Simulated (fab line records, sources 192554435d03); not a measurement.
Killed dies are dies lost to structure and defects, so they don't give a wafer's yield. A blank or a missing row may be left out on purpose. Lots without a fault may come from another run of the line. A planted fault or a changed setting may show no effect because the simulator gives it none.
Split-lot experiment | flow n5_finfet | 7 lots, 21 wafers read, on a route of 1938 steps

THE SPLIT
At N5_BEOL_M5_ETCH_72 (etches underlayer in N2/H2, target depth 6.5 nm, time 5.2 s), the setting source_w was moved away from the recipe's 840 W on 6 of the 21 wafers read, by -12.5% to +14.3%. The other wafers ran this setting at the recipe's value.

The reading is taken at the split's own step.

THE READING
rf_vpp_V, in V, at N5_BEOL_M5_ETCH_72 (etches underlayer in N2/H2, target depth 6.5 nm, time 5.2 s). Fault-free wafers of this fab line usually give 523.6 V, standard deviation 2.4 V.

wafer  | tool, chamber at the split | source_w as run, W | against the recipe | rf_vpp_V, V | against lot-mates on the recipe
L081.1 | rie_diel-03, 3             | 840                | recipe             | 528.5       | -
L081.5 | rie_diel-03, 3             | 840                | recipe             | 527.9       | -
L081.6 | rie_diel-03, 0             | 840                | recipe             | 526.0       | -
L077.3 | rie_diel-05, 0             | 840                | recipe             | 521.7       | -
L077.5 | rie_diel-05, 2             | 840                | recipe             | 520.2       | -
L077.6 | rie_diel-05, 0             | 840                | recipe             | 520.6       | -
L079.1 | rie_diel-03, 0             | 840                | recipe             | 525.2       | -
L079.3 | rie_diel-03, 2             | 840                | recipe             | 524.4       | -
L079.4 | rie_diel-03, 3             | 840                | recipe             | 526.0       | -
L080.2 | rie_diel-05, 2             | 949.1              | +13.0%             | 500.0       | no lot-mate on the recipe
L080.5 | rie_diel-05, 2             | 949.1              | +13.0%             | 501.1       | no lot-mate on the recipe
L080.6 | rie_diel-05, 0             | 949.1              | +13.0%             | 500.3       | no lot-mate on the recipe
L085.1 | rie_diel-05, 2             | 840                | recipe             | 521.1       | -
L085.2 | rie_diel-05, 1             | 840                | recipe             | 523.8       | -
L085.5 | rie_diel-05, 3             | 840                | recipe             | 526.8       | -
L086.1 | rie_diel-05, 2             | 840                | recipe             | 520.4       | -
L086.5 | rie_diel-05, 3             | 840                | recipe             | 526.3       | -
L086.6 | rie_diel-05, 2             | 735.2              | -12.5%             | 544.9       | +21.6
L088.1 | rie_diel-01, 3             | 960.3              | +14.3%             | 501.1       | -20.4
L088.2 | rie_diel-01, 0             | 960.3              | +14.3%             | 497.0       | -24.5
L088.5 | rie_diel-01, 2             | 840                | recipe             | 521.5       | -

THE FIT
A straight line over all 21 wafers: rf_vpp_V changes by -1.76 V for each +1% of source_w; r = -0.98; the points scatter about the line by 2.6 V.
The same after taking each lot's own level away (the mean of its wafers on the recipe; 18 wafers): -1.62 V for each +1%; r = -0.98; scatter 1.8 V.
On that fit, the largest move of source_w shifts the reading by 23 V.
The lots' own levels span 520.83 to 527.47 V, that is 2.8 times the standard deviation above.
So the lot-to-lot level changes the slope little: the two slopes agree.
Check: with one of the wafers moved furthest among these (+14.3%) left out of the fit, the line predicts -24.6 V for it against its lot-mates. It came out at -20.4 V against them.
Tool readings at the split's step, against how far the setting was moved: rf_vpp_V r = -0.98.

OTHER SPLITS ON THESE WAFERS
These wafers also went through other splits before the reading. Each is held against what the fit with the lots' levels taken away leaves over:
other split on the same wafers | wafers away from the commonest value | r with rf_vpp_V (lot level and that fit taken away)
N5_BEOL_M2_EXPOSE_25 dose_mj   | 6                                    | -0.02
N5_BEOL_M3_PECVD_72 temp_c     | 6                                    | +0.22
N5_BEOL_M3_COAT_61 time_s      | 6                                    | +0.33
N5_BEOL_M4_ILD_DEP_00 time_s   | 3                                    | -0.02
N5_BEOL_M4_COAT_62 spin_rpm    | 5                                    | +0.05

THE FILE'S OWN FIT
rf_vpp_V changes by -1.64 V for each +1% of source_w, r = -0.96.
